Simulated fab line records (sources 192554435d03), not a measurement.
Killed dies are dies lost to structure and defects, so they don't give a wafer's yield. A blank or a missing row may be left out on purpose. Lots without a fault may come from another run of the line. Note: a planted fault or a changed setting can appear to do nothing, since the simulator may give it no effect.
fab line records	flow n5Finfet	part 2 of 2: steps 5 to 6 of 6
[record] lots = 19	wafers = 57	lastDay = 17
route steps=1938 shown BEOL_M0_SAQP@653 BEOL_M0_CUTY@711 BEOL_M0@718
lots untouched by any fault: they come from a run of this same line in which no faults occurred
startH: hours from the record's first day to the start of the lot's first wafer shown	waitH: hours elapsed since this lot's preceding step	" repeats the value in the row above	L1.1+2: one row covering several wafers at once	- no value, or no start was given	* or withheld: withheld	< > ~ a bound
route shown NAME@n: NAME is a module with steps in the file, n the number in the route of the first one	usual: the fault-free wafers' mean and standard deviation	same: alike in all rows	chamber/n: place in a boat	sites: each site's reading	_std_site: the values' standard deviation	_edge_site: outer sites' mean less inner sites'	radiusMm: how far each site lies from the wafer's centre	mask NAME#n: copy n	behind: tool/chamber where the wafer was last shaped	hold: the reason the lot was held/the length of the hold in hours/how it ended	device: whichever transistor did not switch (one of n, p or np)	end of line: at the end of the route, the tests of the same wafers	a step with no rows: only its recipe	killed: not the wafer's yield, but the dies lost to structure and defects at the first sort	map: shows each die of a wafer: x if killed, . if not, _ if none is there
set.NAME: the setting as run; set.NAME@STEP: as run at that earlier step	model.NAME: the simulator's own value behind a step, which no gauge read
route steps across a sampled set of lots; one table per step, one row per wafer
services: from which hour (startH, from the record's first day; less than 0 if before it) a tool's chamber was out of use, for how many hours, and why
[[steps]]
[step N5_BEOL_M0_CUTY_DESCUM_61]
[recipe] chemistry = O2	timeS = 7.9	sourcePowerW = 50	biasPowerW = 20	pressureMtorr = 20	rfFrequencyHz = 2.712e+07	tempC = 40	resist = CAR-ArF-block	o2FlowSccm = 225
[usual] chamberPressureMTorr = 20.000/0.017	drypumpMotorCurrentA = 5.7/0.41	o2FlowSccm = 225.0/0.66	oesProductAu = 0.79/0.095	rfFwdPowerW = 49.42/0.19	rfVppV = 243.1/1.5	showerheadPlenumPTorr = 2.09/0.073	throttleValvePct = 20.48/0.28
lot.wafer	tool	chamber	startH	waitH	chamberPressureMTorr	drypumpMotorCurrentA	o2FlowSccm	oesProductAu	rfFwdPowerW	rfHoursCounterH	rfVppV	showerheadPlenumPTorr	throttleValvePct
L074.3	rieDiel-03	3	133.16	0.0	20.000	6.6	224.3	0.84	49.10	56	244.9	2.21	20.20
L074.5	"	1	"	"	19.997	5.7	225.4	0.70	49.17	-	244.3	2.15	20.69
L074.6	"	3	"	"	19.988	6.6	224.3	0.85	49.21	-	245.9	2.21	20.18
L076.4	rieDiel-01	3	133.86	0.1	20.005	5.5	224.1	0.74	49.39	179	243.5	2.09	20.51
L076.5	"	1	"	"	20.021	5.3	224.7	0.72	49.61	-	240.6	2.01	21.04
L076.6	"	0	"	"	20.011	5.5	225.9	0.75	49.39	-	244.7	2.16	20.31
L077.2	rieDiel-01	2	139.56	0.3	19.976	5.8	224.3	0.70	49.38	189	242.8	2.08	20.58
L077.5	"	0	"	"	19.981	5.5	226.5	0.75	49.41	-	243.3	2.16	20.31
L077.6	"	3	"	"	19.996	5.5	224.9	0.74	49.44	-	243.1	2.09	20.51
L078.3	rieDiel-01	1	143.65	0.0	20.013	5.3	225.1	0.71	49.79	204	241.0	2.01	21.06
L078.4	"	3	"	"	20.009	5.4	223.8	0.74	49.25	183	244.4	2.09	20.52
L078.6	"	0	"	"	20.024	5.5	224.6	0.75	49.31	-	245.4	2.16	20.31
L079.2	rieDiel-03	2	147.84	0.1	19.947	5.7	225.4	0.98	49.47	3	245.4	2.23	20.35
L079.3	"	3	"	"	20.001	6.6	224.9	0.83	49.32	62	243.8	2.21	20.19
L079.4	"	0	"	"	20.015	5.4	224.7	0.75	49.76	171	243.5	2.02	20.56
L080.2	rieDiel-03	1	153.44	0.3	19.988	5.7	224.3	0.69	49.03	239	245.2	2.14	20.69
L080.5	"	0	"	"	19.969	5.4	224.8	0.74	49.64	-	240.9	2.02	20.54
L080.6	"	1	"	"	19.986	5.7	224.0	0.69	49.16	-	244.1	2.14	20.72
L081.1	rieDiel-01	2	160.04	0.1	19.995	5.8	225.6	0.70	49.15	196	243.7	2.08	20.57
L081.4	"	3	"	"	20.019	5.5	226.4	0.74	49.45	189	241.9	2.09	20.52
L081.5	"	2	"	"	19.972	5.8	225.1	0.70	49.31	-	242.5	2.08	20.59
L082.1	rieDiel-06	0	170.95	0.5	20.006	6.5	225.4	0.77	49.60	128	241.9	2.02	20.52
L082.3	"	3	"	"	20.022	5.5	225.0	0.92	49.31	16	243.5	2.03	20.48
L082.4	"	1	"	"	19.990	5.4	224.9	0.96	49.73	-	241.7	2.03	19.88
L083.3	rieDiel-06	0	172.38	0.0	19.966	6.5	225.4	0.76	49.31	128	243.8	2.02	20.51
L083.5	"	0	"	"	20.016	6.5	225.2	0.77	49.14	-	241.6	2.02	20.53
L083.6	"	1	"	"	20.002	5.4	224.9	0.95	49.56	-	243.1	2.03	19.87
L084.2	rieDiel-06	1	181.99	0.0	20.007	5.4	225.0	0.93	49.48	13	242.5	2.03	19.87
L084.3	"	3	"	"	19.995	5.5	224.5	0.91	49.53	21	242.4	2.03	20.47
L084.5	"	1	"	"	20.004	5.5	225.7	0.94	49.52	-	242.5	2.03	19.87
L086.1	rieDiel-01	1	197.17	0.2	19.983	5.3	224.2	0.70	49.38	222	242.2	2.00	21.09
L086.5	"	2	"	"	20.001	5.8	225.1	0.69	49.11	-	242.6	2.07	20.61
L086.6	"	3	"	"	19.991	5.4	224.8	0.73	49.69	-	242.4	2.08	20.53
L087.1	rieDiel-01	2	199.79	0.1	20.012	5.8	224.0	0.68	49.04	210	242.3	2.07	20.61
L087.3	"	0	"	"	20.015	5.5	225.7	0.73	49.55	183	245.2	2.15	20.35
L087.6	"	2	"	"	20.006	5.8	224.8	0.69	48.91	-	241.7	2.07	20.62
L088.1	rieDiel-06	2	204.60	0.1	20.001	5.3	226.4	0.97	49.59	5	243.6	2.15	20.31
L088.5	"	2	"	"	19.989	5.4	226.9	0.97	49.46	-	242.5	2.15	20.30
L088.6	"	3	"	"	20.011	5.6	225.1	0.87	48.96	-	241.1	2.03	20.48
L089.2	rieDiel-03	3	205.08	0.0	19.983	6.6	224.8	0.81	49.10	83	243.2	2.20	20.22
L089.5	"	2	"	"	20.005	5.7	223.7	0.91	49.55	-	243.9	2.22	20.38
L089.6	"	3	"	"	20.006	6.6	224.5	0.81	49.20	-	245.1	2.20	20.21
L090.1	rieDiel-03	3	213.43	0.0	19.985	6.6	223.7	0.81	49.46	87	245.0	2.20	20.23
L090.3	"	2	"	"	19.991	5.7	225.4	0.91	49.46	25	245.3	2.22	20.38
L090.4	"	2	"	"	20.002	5.7	225.0	0.90	49.54	-	245.8	2.22	20.39
L092.1	rieDiel-06	1	228.20	0.0	20.012	5.4	224.5	0.91	49.40	28	242.4	2.03	19.87
L092.4	"	0	"	"	20.014	6.5	224.1	0.77	49.35	142	242.2	2.02	20.53
L092.6	"	3	"	"	19.991	5.5	226.0	0.87	49.38	-	242.2	2.03	20.49
L093.1	rieDiel-01	0	230.61	0.0	20.023	5.5	225.1	0.73	49.52	193	245.7	2.15	20.37
L093.2	"	1	"	"	20.017	5.3	225.1	0.71	49.24	233	240.2	2.00	21.11
L093.4	"	2	"	"	20.036	5.8	225.1	0.68	49.27	220	243.4	2.07	20.63
L094.1	rieDiel-03	1	234.90	0.1	19.986	5.7	226.2	0.99	49.29	5	244.4	2.14	20.36
L094.5	"	1	"	"	19.996	5.7	226.1	0.98	49.19	-	245.4	2.14	20.35
L094.6	"	2	"	"	20.012	5.7	224.5	0.89	49.76	-	246.4	2.22	20.38
L095.3	rieDiel-06	0	237.45	0.0	20.032	6.5	225.2	0.76	49.41	146	241.6	2.02	20.53
L095.5	"	3	"	"	20.006	5.5	225.0	0.86	49.37	-	241.3	2.03	20.51
L095.6	"	0	"	"	19.993	6.5	224.6	0.74	49.47	-	243.0	2.02	20.53
[step N5_BEOL_M0_STRIP_104]
[recipe] chemistry = N2/H2	powerW = 450	tempC = 40	pressureMtorr = 20	rfFrequencyHz = 6e+07	overashFraction = 0.3	biasPowerW = 7	h2Frac = 0.5	n2FlowSccm = 200	h2FlowSccm = 200
[usual] chamberPressureMTorr = 20.00/0.038	drypumpMotorCurrentA = 5.7/0.43	oesProductAu = 0.81/0.096	powerW = 449.9/1.3	rfVppV = 58.9/1.6	showerheadPlenumPTorr = 2.52/0.082	throttleValvePct = 23.67/0.26
lot.wafer	tool	chamber	startH	waitH	chamberPressureMTorr	drypumpMotorCurrentA	oesProductAu	powerW	rfHoursCounterH	rfVppV	showerheadPlenumPTorr	throttleValvePct
L074.3	rieDiel-06	0	134.69	0.0	19.97	6.5	0.79	449.3	114	61.1	2.45	23.50
L074.5	"	3	"	"	20.08	5.6	0.98	449.1	-	60.0	2.49	23.95
L074.6	"	0	"	"	19.96	6.5	0.80	448.7	-	58.9	2.45	23.51
L076.4	rieDiel-06	0	134.87	0.0	19.97	6.5	0.78	449.7	-	59.9	2.45	23.52
L076.5	"	2	"	"	19.96	5.4	0.71	450.5	-	59.2	2.60	23.77
L076.6	"	3	"	"	19.99	5.6	0.99	451.2	-	56.9	2.49	23.91
L077.2	rieDiel-06	2	142.96	0.0	19.98	5.4	0.69	449.5	241	58.3	2.60	23.77
L077.5	"	0	"	"	19.99	6.5	0.77	447.5	-	57.8	2.45	23.53
L077.6	"	2	"	"	19.97	5.4	0.68	447.7	-	58.3	2.60	23.78
L078.3	rieDiel-06	2	144.35	0.0	19.97	5.3	0.70	448.8	242	60.1	2.60	23.82
L078.4	"	0	"	"	19.99	6.5	0.77	448.5	-	56.5	2.45	23.53
L078.6	"	2	"	"	19.98	5.3	0.70	448.5	-	61.1	2.60	23.85
L079.2	rieDiel-06	2	149.20	0.0	20.03	5.4	0.70	450.3	244	58.7	2.60	23.78
L079.3	"	0	"	"	20.02	6.5	0.79	449.9	120	60.3	2.45	23.55
L079.4	"	1	"	"	19.93	5.4	1.00	450.8	0	60.7	2.50	23.31
L080.2	rieDiel-01	0	158.23	0.0	19.97	5.5	0.73	449.0	168	56.8	2.64	23.87
L080.5	"	1	"	"	20.02	5.4	0.72	450.0	-	60.5	2.41	24.16
L080.6	"	2	"	"	20.05	5.8	0.69	450.2	-	57.0	2.53	23.68
L081.1	rieDiel-01	0	161.29	0.0	20.02	5.5	0.74	449.8	169	57.9	2.64	23.88
L081.4	"	1	"	"	20.01	5.4	0.72	449.2	209	60.9	2.41	24.18
L081.5	"	0	"	"	20.04	5.5	0.75	450.3	-	58.7	2.64	23.88
L083.3	rieDiel-06	3	172.90	0.0	19.99	5.6	0.90	449.0	17	58.1	2.49	23.94
L083.5	"	1	"	"	20.03	5.4	0.95	451.8	-	59.0	2.50	23.34
L083.6	"	0	"	"	19.96	6.5	0.77	452.5	-	59.3	2.45	23.52
L082.1	rieDiel-06	1	172.96	0.0	20.02	5.5	0.94	448.7	9	58.8	2.50	23.30
L082.3	"	0	"	"	19.98	6.5	0.77	448.0	128	53.9	2.45	23.51
L082.4	"	3	"	"	20.05	5.5	0.91	451.2	-	63.3	2.49	23.94
L084.2	rieDiel-01	1	182.91	0.0	20.01	5.4	0.71	448.9	216	59.4	2.41	24.17
L084.3	"	2	"	"	19.99	5.8	0.68	449.2	204	58.2	2.52	23.72
L084.5	"	0	"	"	19.93	5.5	0.73	449.6	-	57.9	2.64	23.89
L086.1	rieDiel-03	3	198.11	0.0	20.01	6.6	0.81	451.1	81	54.7	2.66	23.07
L086.5	"	2	"	"	19.99	5.7	0.91	448.3	-	60.8	2.70	23.67
L086.6	"	3	"	"	20.04	6.6	0.82	447.8	-	60.7	2.66	23.12
L087.1	rieDiel-01	0	204.01	0.0	20.05	5.5	0.73	449.6	185	56.5	2.63	23.91
L087.3	"	2	"	"	19.97	5.8	0.69	446.9	212	56.0	2.52	23.70
L087.6	"	2	"	"	19.96	5.8	0.68	449.8	-	61.0	2.52	23.74
L088.1	rieDiel-03	3	207.51	0.0	19.97	6.6	0.79	449.2	84	60.4	2.66	23.12
L088.5	"	0	"	"	19.97	5.3	0.72	448.4	-	58.4	2.41	23.60
L088.6	"	3	"	"	20.05	6.6	0.80	451.0	-	57.9	2.66	23.06
L089.2	rieDiel-06	1	207.54	0.0	20.05	5.4	0.90	451.1	22	58.8	2.49	23.32
L089.5	"	1	"	"	20.02	5.5	0.89	450.0	-	55.7	2.49	23.35
L089.6	"	2	"	"	20.03	5.4	0.94	450.9	-	61.2	2.59	23.56
L090.1	rieDiel-06	2	216.22	0.0	20.00	5.4	0.96	451.7	9	61.1	2.59	23.53
L090.3	"	1	"	"	19.95	5.5	0.91	450.1	25	61.9	2.49	23.34
L090.4	"	1	"	"	20.06	5.5	0.92	450.1	-	58.8	2.49	23.36
L092.1	rieDiel-06	3	228.90	0.0	19.93	5.5	0.86	451.1	38	60.1	2.48	24.00
L092.4	"	0	"	"	20.06	6.5	0.76	450.7	143	61.4	2.44	23.54
L092.6	"	3	"	"	19.99	5.6	0.89	450.9	-	62.7	2.48	24.00
L093.1	rieDiel-06	2	233.89	0.0	20.00	5.3	0.93	450.2	15	58.9	2.59	23.54
L093.2	"	3	"	"	19.95	5.6	0.87	449.8	40	59.9	2.48	23.97
L093.4	"	1	"	"	19.90	5.5	0.88	452.5	30	57.2	2.49	23.40
L094.1	rieDiel-06	1	235.63	0.0	20.02	5.5	0.90	450.1	31	58.0	2.49	23.35
L094.5	"	1	"	"	20.04	5.5	0.89	448.4	-	57.6	2.49	23.35
L094.6	"	0	"	"	20.02	6.5	0.75	449.2	-	55.4	2.44	23.57
L095.3	rieDiel-01	3	238.06	0.0	19.93	5.5	0.72	450.6	214	59.2	2.50	23.63
L095.5	"	1	"	"	20.03	5.3	0.70	450.1	-	58.3	2.40	24.21
L095.6	"	0	"	"	19.97	5.5	0.72	450.0	-	59.2	2.63	23.92
[[services]]
tool	chamber	startH	hours	kind
rieDiel-06	3	104.22	-	clean
rieDiel-06	3	104.22	-	consumableReplace:focusRing
rieDiel-06	3	104.22	26.0	scheduledDown
rieDiel-06	3	104.22	26.0	ventCycle
rieDiel-02	-	110.04	15.6	pm
rieSi-04	0	115.10	8.9	repair
rieSi-02	3	117.12	13.7	repair
rieSi-04	1	121.01	2.2	repair
rieDiel-06	-	127.09	0.4	repair
rieDiel-06	1	130.24	-	clean
rieDiel-04	3	138.80	6.5	repair
rieSi-05	2	142.14	3.9	repair
rieDiel-02	2	146.85	7.3	repair
rieSi-02	2	174.01	5.7	repair
rieDiel-02	-	174.45	5.9	repair
rieDiel-03	2	177.94	5.5	repair
rieSi-05	1	181.31	7.4	repair
rieSi-04	0	188.08	19.6	repair
rieDiel-06	0	200.50	16.6	repair
rieDiel-03	-	205.84	0.2	repair
rieDiel-05	-	207.71	14.6	pm
rieDiel-03	2	220.89	7.3	repair
rieSi-02	2	229.42	11.0	repair
rieSi-05	-	229.70	14.6	pm
